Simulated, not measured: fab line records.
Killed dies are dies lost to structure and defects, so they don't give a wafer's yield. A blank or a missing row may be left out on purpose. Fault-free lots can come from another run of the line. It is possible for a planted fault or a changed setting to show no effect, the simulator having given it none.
Matching of chambers :: flow nand-harc :: rie-diel-09 running NHARC_P_CONTACT_STRIP_28: 4 sister chambers
The step strips in O2. 18 wafers are shown with their chamber, then 9 later ones without.

## WAFERS WITH THEIR CHAMBER
wafer: L078.2
chamber: 1
showerhead-plenum-p-Torr (Torr): 3.77
drypump-motor-current-A (A): 5.73
oes-product-au (a.u.): 0.987

wafer: L078.4
chamber: 2
showerhead-plenum-p-Torr (Torr): 3.33
drypump-motor-current-A (A): 5.83
oes-product-au (a.u.): 1.001

wafer: L078.5
chamber: 0
showerhead-plenum-p-Torr (Torr): 3.59
drypump-motor-current-A (A): 5.41
oes-product-au (a.u.): 0.987

wafer: L079.1
chamber: 3
showerhead-plenum-p-Torr (Torr): 3.38
drypump-motor-current-A (A): 5.56
oes-product-au (a.u.): 1.028

wafer: L079.4
chamber: 0
showerhead-plenum-p-Torr (Torr): 3.59
drypump-motor-current-A (A): 5.36
oes-product-au (a.u.): 0.994

wafer: L079.5
chamber: 3
showerhead-plenum-p-Torr (Torr): 3.38
drypump-motor-current-A (A): 5.54
oes-product-au (a.u.): 1.017

wafer: L083.1
chamber: 1
showerhead-plenum-p-Torr (Torr): 3.77
drypump-motor-current-A (A): 5.72
oes-product-au (a.u.): 0.987

wafer: L083.2
chamber: 2
showerhead-plenum-p-Torr (Torr): 3.33
drypump-motor-current-A (A): 5.83
oes-product-au (a.u.): 1.006

wafer: L083.5
chamber: 0
showerhead-plenum-p-Torr (Torr): 3.59
drypump-motor-current-A (A): 5.38
oes-product-au (a.u.): 0.990

wafer: L082.2
chamber: 2
showerhead-plenum-p-Torr (Torr): 3.33
drypump-motor-current-A (A): 5.84
oes-product-au (a.u.): 0.991

wafer: L082.3
chamber: 0
showerhead-plenum-p-Torr (Torr): 3.59
drypump-motor-current-A (A): 5.39
oes-product-au (a.u.): 1.010

wafer: L082.6
chamber: 3
showerhead-plenum-p-Torr (Torr): 3.38
drypump-motor-current-A (A): 5.53
oes-product-au (a.u.): 1.012

wafer: L084.1
chamber: 3
showerhead-plenum-p-Torr (Torr): 3.37
drypump-motor-current-A (A): 5.54
oes-product-au (a.u.): 1.008

wafer: L084.2
chamber: 0
showerhead-plenum-p-Torr (Torr): 3.58
drypump-motor-current-A (A): 5.41
oes-product-au (a.u.): 1.008

wafer: L084.5
chamber: 1
showerhead-plenum-p-Torr (Torr): 3.77
drypump-motor-current-A (A): 5.71
oes-product-au (a.u.): 1.004

wafer: L086.2
chamber: 0
showerhead-plenum-p-Torr (Torr): 3.58
drypump-motor-current-A (A): 5.37
oes-product-au (a.u.): 0.985

wafer: L086.3
chamber: 3
showerhead-plenum-p-Torr (Torr): 3.37
drypump-motor-current-A (A): 5.55
oes-product-au (a.u.): 1.010

wafer: L086.4
chamber: 2
showerhead-plenum-p-Torr (Torr): 3.32
drypump-motor-current-A (A): 5.77
oes-product-au (a.u.): 0.995

SIGNATURES (averages over the wafers above)
reading: showerhead-plenum-p-Torr
chamber 0: 3.5867
chamber 1: 3.7700
chamber 2: 3.3275
chamber 3: 3.3760
scatter within a chamber: 0.00484

reading: drypump-motor-current-A
chamber 0: 5.3867
chamber 1: 5.7200
chamber 2: 5.8175
chamber 3: 5.5440
scatter within a chamber: 0.0206

reading: oes-product-au
chamber 0: 0.99567
chamber 1: 0.99267
chamber 2: 0.99825
chamber 3: 1.01500
scatter within a chamber: 0.00911
Rule: for each reading, subtract the chamber's mean from the wafer's reading, divide by that reading's scatter and square the result; add these up over the readings and take the root, which gives the wafer's distance from the chamber. The wafer belongs to the nearest chamber; if the next one is less than 2 further off, it can't be placed. The scatter is the square root of a quotient: the sum, over the shown wafers, of each reading's squared deviation from its chamber's mean, divided by wafers minus chambers.

## WAFERS MISSING THEIR CHAMBER
wafer: L091.3
showerhead-plenum-p-Torr (Torr): 3.77
drypump-motor-current-A (A): 5.76
oes-product-au (a.u.): 0.996

wafer: L091.4
showerhead-plenum-p-Torr (Torr): 3.58
drypump-motor-current-A (A): 5.36
oes-product-au (a.u.): 0.994

wafer: L091.6
showerhead-plenum-p-Torr (Torr): 3.58
drypump-motor-current-A (A): 5.35
oes-product-au (a.u.): 1.001

wafer: L092.2
showerhead-plenum-p-Torr (Torr): 3.58
drypump-motor-current-A (A): 5.41
oes-product-au (a.u.): 1.006

wafer: L092.4
showerhead-plenum-p-Torr (Torr): 3.76
drypump-motor-current-A (A): 5.73
oes-product-au (a.u.): 1.004

wafer: L092.5
showerhead-plenum-p-Torr (Torr): 3.32
drypump-motor-current-A (A): 5.86
oes-product-au (a.u.): 1.013

wafer: L096.1
showerhead-plenum-p-Torr (Torr): 3.76
drypump-motor-current-A (A): 5.73
oes-product-au (a.u.): 1.000

wafer: L096.4
showerhead-plenum-p-Torr (Torr): 3.37
drypump-motor-current-A (A): 5.53
oes-product-au (a.u.): 1.012

wafer: L096.6
showerhead-plenum-p-Torr (Torr): 3.32
drypump-motor-current-A (A): 5.84
oes-product-au (a.u.): 0.992

## THE CHAMBER EACH PASSED THROUGH
wafer: L091.3
from the rows above: 1
in truth: 1

wafer: L091.4
from the rows above: 0
in truth: 0

wafer: L091.6
from the rows above: 0
in truth: 0

wafer: L092.2
from the rows above: 0
in truth: 0

wafer: L092.4
from the rows above: 1
in truth: 1

wafer: L092.5
from the rows above: 2
in truth: 2

wafer: L096.1
from the rows above: 1
in truth: 1

wafer: L096.4
from the rows above: 3
in truth: 3

wafer: L096.6
from the rows above: 2
in truth: 2
Correct placement for 9 of the 9. Left unplaced by these rows: 0. Number placed wrongly: 0.
